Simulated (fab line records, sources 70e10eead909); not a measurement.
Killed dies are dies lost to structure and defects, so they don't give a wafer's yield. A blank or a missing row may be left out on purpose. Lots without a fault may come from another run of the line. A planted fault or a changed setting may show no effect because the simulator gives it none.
Problem report in the 8D (eight disciplines) form, filled by code | flow nand_harc | the parts of the form that need people (team, actions taken, sign-off) are left out

1. THE PROBLEM
raw_defect_count at NHARC_P_GATE_INSPECT_68 reads a mean of 1642 on 1 wafer of 1 lot; wafers without a fault read 217 with a standard deviation of 91. That is +16 standard deviations from the usual mean.
First seen on wafer L551.4, day 13 09:37, on defect_inspect-01. The record holds 34 wafers of 12 lots with a number at this step. Rule for "out", or "out of limits": more than 4 standard deviations from the usual mean. The other wafers with a number count as sound.

2. WHAT IT IS AND WHAT IT IS NOT
question                    | is                     | is not
which readings at this step | raw_defect_count       | -
which lots                  | L551                   | L534, L535, L538, L539, L541, L542, L545, L547, L548, L549, L556
which wafers of those lots  | all that have a number | -
read on which gauges        | defect_inspect-01      | defect_inspect-02
when                        | from day 13 09:37      | up to then (30 sound wafers); but 3 sound wafers of L556 came after

3. SUSPECTS, AND WHAT RULES EACH OUT
Counting: a tool at a process step up to the reading stays a suspect if it ran every lot that is out and no sound lot after the first of them.
- the gauge at NHARC_P_GATE_INSPECT_68: ruled out. All the wafers that are out were read on defect_inspect-01, but those of them that NHARC_END_SORT_01 has rows for are out there too, on other tools.
- rie_diel-07 at NHARC_P_GATE_STRIP_106 (strips in O2/COS): kept. It ran the lot that is out, L551 (day 12 15:00), and no sound lot after that; its last sound lot up to then is L547 (day 11 02:00).
- rie_diel-02 at NHARC_P_GATE_DESCUM_48 (chemistry O2, time 3 s): kept. It ran the lot that is out, L551 (day 13 03:14), and no sound lot after that; its last sound lot up to then is L548 (day 11 23:16).
Left after counting: rie_diel-07 at NHARC_P_GATE_STRIP_106, rie_diel-02 at NHARC_P_GATE_DESCUM_48.

4. THE CAUSE (what the simulator had put in)
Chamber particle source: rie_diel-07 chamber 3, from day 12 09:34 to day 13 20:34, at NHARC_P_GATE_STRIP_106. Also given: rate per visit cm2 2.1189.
Counting left 2 suspects, and this tool is among them.

5. THE CHAIN OF EFFECTS, in route order
Each row: a reading whose mean over the struck wafers that have a number lies more than 3 standard deviations from the usual. Only readings for which the record gives a usual standard deviation are gone through. hours: the time from each lot's start at the first step in this table that gives one to its start at this step, as a median over the lots. sigmas: the change in usual standard deviations.
hours | step                    | reading             | usual | on struck wafers | change | sigmas
0     | NHARC_P_GATE_INSPECT_68 | raw_defect_count    | 217   | 1642             | +1425  | +16
485   | NHARC_END_SORT_01       | killed_at_periphery | 4     | 73               | +69    | +22
485   | NHARC_END_SORT_01       | killed_dies         | 57    | 147              | +90    | +5.3
Later measuring or inspecting steps at which every struck wafer that the step has a row for has a number for every such reading, and none has moved that far: NHARC_P_CONTACT_CD_MEAS_12.

6. WHAT WOULD HAVE CAUGHT IT SOONER
In this record the first reading out of limits at a measuring or inspecting step was taken at day 13 09:37, 24 hours after the fault began at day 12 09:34.
All the lots that are out (1) had begun NHARC_P_GATE_STRIP_106 on rie_diel-07 by day 13 09:37. A hold on the tool at that time would have spared none of them.
